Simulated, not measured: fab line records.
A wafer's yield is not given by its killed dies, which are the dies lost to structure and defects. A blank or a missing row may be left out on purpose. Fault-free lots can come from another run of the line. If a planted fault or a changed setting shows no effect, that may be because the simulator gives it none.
Code-filled problem report in 8D (eight disciplines) form :: flow n5_finfet :: the parts of the form that need people (team, actions taken, sign-off) are left out

== 1. THE PROBLEM ==
At N5_BEOL_M7_OCD_MEAS_38, trench_depth_nm averages 150.7 nm over 5 wafers from 3 lots, while fault-free wafers read 93.2 nm, standard deviation 1.9. That is +30 standard deviations from the usual mean.
First observed at day 15 03:49: wafer L338.5, on ocd-01. Wafers with a number at this step in the record: 22, from 8 lots. Rule for "out" (also "out of limits"): further than 4 standard deviations from the usual mean. Any other wafer with a number is counted as sound.

== 2. WHAT IT IS, WHAT IT ISN'T ==
question: which readings at this step
is: trench_depth_nm
is not: -

question: which lots
is: L338, L341, L342
is not: L322, L324, L326, L328, L343

question: which wafers of those lots
is: L338.5, L338.6, L341.5, L342.5, L342.6
is not: L338.4, L341.1, L341.3, L342.1

question: read on which gauges
is: ocd-01
is not: ocd-02

question: when
is: from day 15 03:49
is not: up to then (11 sound wafers); but 6 sound wafers of L341, L342, L343 came after

== 3. THE SUSPECTS, EACH WITH WHAT RULES IT OUT ==
Counting: if a tool at a process step up to the reading ran every lot that is out, it stays a suspect. Sound lots after the first of them don't rule it out here, since some wafers of a struck lot are sound.
- the gauge at N5_BEOL_M7_OCD_MEAS_38 has been ruled out. All the wafers that are out were read on ocd-01, but those of them that N5_BEOL_M7_THK_MEAS_53 has rows for are out there too, on other tools.
- rie_diel-06 at N5_BEOL_M7_TRENCH_ETCH_37 (etches SiCOH lowk in C4F6/O2, target depth 93.478 nm, time 31.2 s): kept. Ran every lot that is out, first one L338 (day 15 03:39); last sound lot up to then L328 (day 12 03:37).
After counting, what remains is rie_diel-06 at N5_BEOL_M7_TRENCH_ETCH_37.

== 4. THE CAUSE (what the simulator had put in) ==
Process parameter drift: rie_diel-06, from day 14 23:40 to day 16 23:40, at N5_BEOL_M7_TRENCH_ETCH_37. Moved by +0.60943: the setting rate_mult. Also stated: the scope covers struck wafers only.
Only this tool survived the counting.

== 5. THE CHAIN OF EFFECTS, in route order ==
Each row: a reading whose mean over the struck wafers that have a number lies more than 3 standard deviations from the usual. Only readings whose record carries a usual standard deviation are examined. hours: median over the lots of the time between each lot's start at the first step of this table that gives one and its start at this step. sigmas: the change, counted in usual standard deviations.
hours: 0
step: N5_BEOL_M7_TRENCH_ETCH_37
reading: oes_product_au
usual: 0.78 a.u.
on struck wafers: 1.06
change: +0.28
sigmas: +3.4

hours: 0
step: N5_BEOL_M7_OCD_MEAS_38
reading: trench_depth_nm
usual: 93.2 nm
on struck wafers: 150.7
change: +57.5
sigmas: +30

hours: 4
step: N5_BEOL_M7_THK_MEAS_53
reading: M7_THK
usual: 81.7 nm
on struck wafers: 140.2
change: +58.5
sigmas: +28

hours: 4
step: N5_BEOL_M7_RS_MEAS_57
reading: M7_RS
usual: 0.286 ohm/sq
on struck wafers: 0.156
change: -0.130
sigmas: -14

hours: 86
step: N5_PASSIVATION_PROBE_49
reading: defect_limited_yield
usual: 91.0 %
on struck wafers: 42.7
change: -48.3
sigmas: -32

hours: 86
step: N5_PASSIVATION_PROBE_49
reading: killed_at_M4_up
usual: 13
on struck wafers: 593
change: +580
sigmas: +99 or more

hours: 86
step: N5_PASSIVATION_PROBE_49
reading: killed_dies
usual: 106
on struck wafers: 676
change: +570
sigmas: +32

hours: 86
step: N5_PASSIVATION_PROBE_49
reading: killed_on_rim
usual: 14
on struck wafers: 99
change: +85
sigmas: +20

hours: 86
step: N5_PASSIVATION_PROBE_49
reading: sort_n_pass
usual: 1074
on struck wafers: 504
change: -570
sigmas: -32

hours: 86
step: N5_PASSIVATION_PROBE_49
reading: sort_yield_pct
usual: 91.0 %
on struck wafers: 42.7
change: -48.3
sigmas: -32
The process steps in it:
- N5_BEOL_M7_TRENCH_ETCH_37: etches SiCOH lowk in C4F6/O2, target depth 93.478 nm, time 31.2 s.
- N5_PASSIVATION_PROBE_49

== 6. HOW IT WOULD HAVE BEEN CAUGHT EARLIER ==
The first out-of-limits reading at a measuring or inspecting step in this record came at day 15 03:49, 4 hours after the fault's start at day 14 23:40.
The tool's own readings at N5_BEOL_M7_TRENCH_ETCH_37 were out on some of the struck wafers (oes_product_au): an alarm limit on them would have fired on those.
L341, L342, from the lots that are out (3), started N5_BEOL_M7_TRENCH_ETCH_37 on rie_diel-06 later than day 15 03:49. A hold on the tool at that time would have spared those 2.
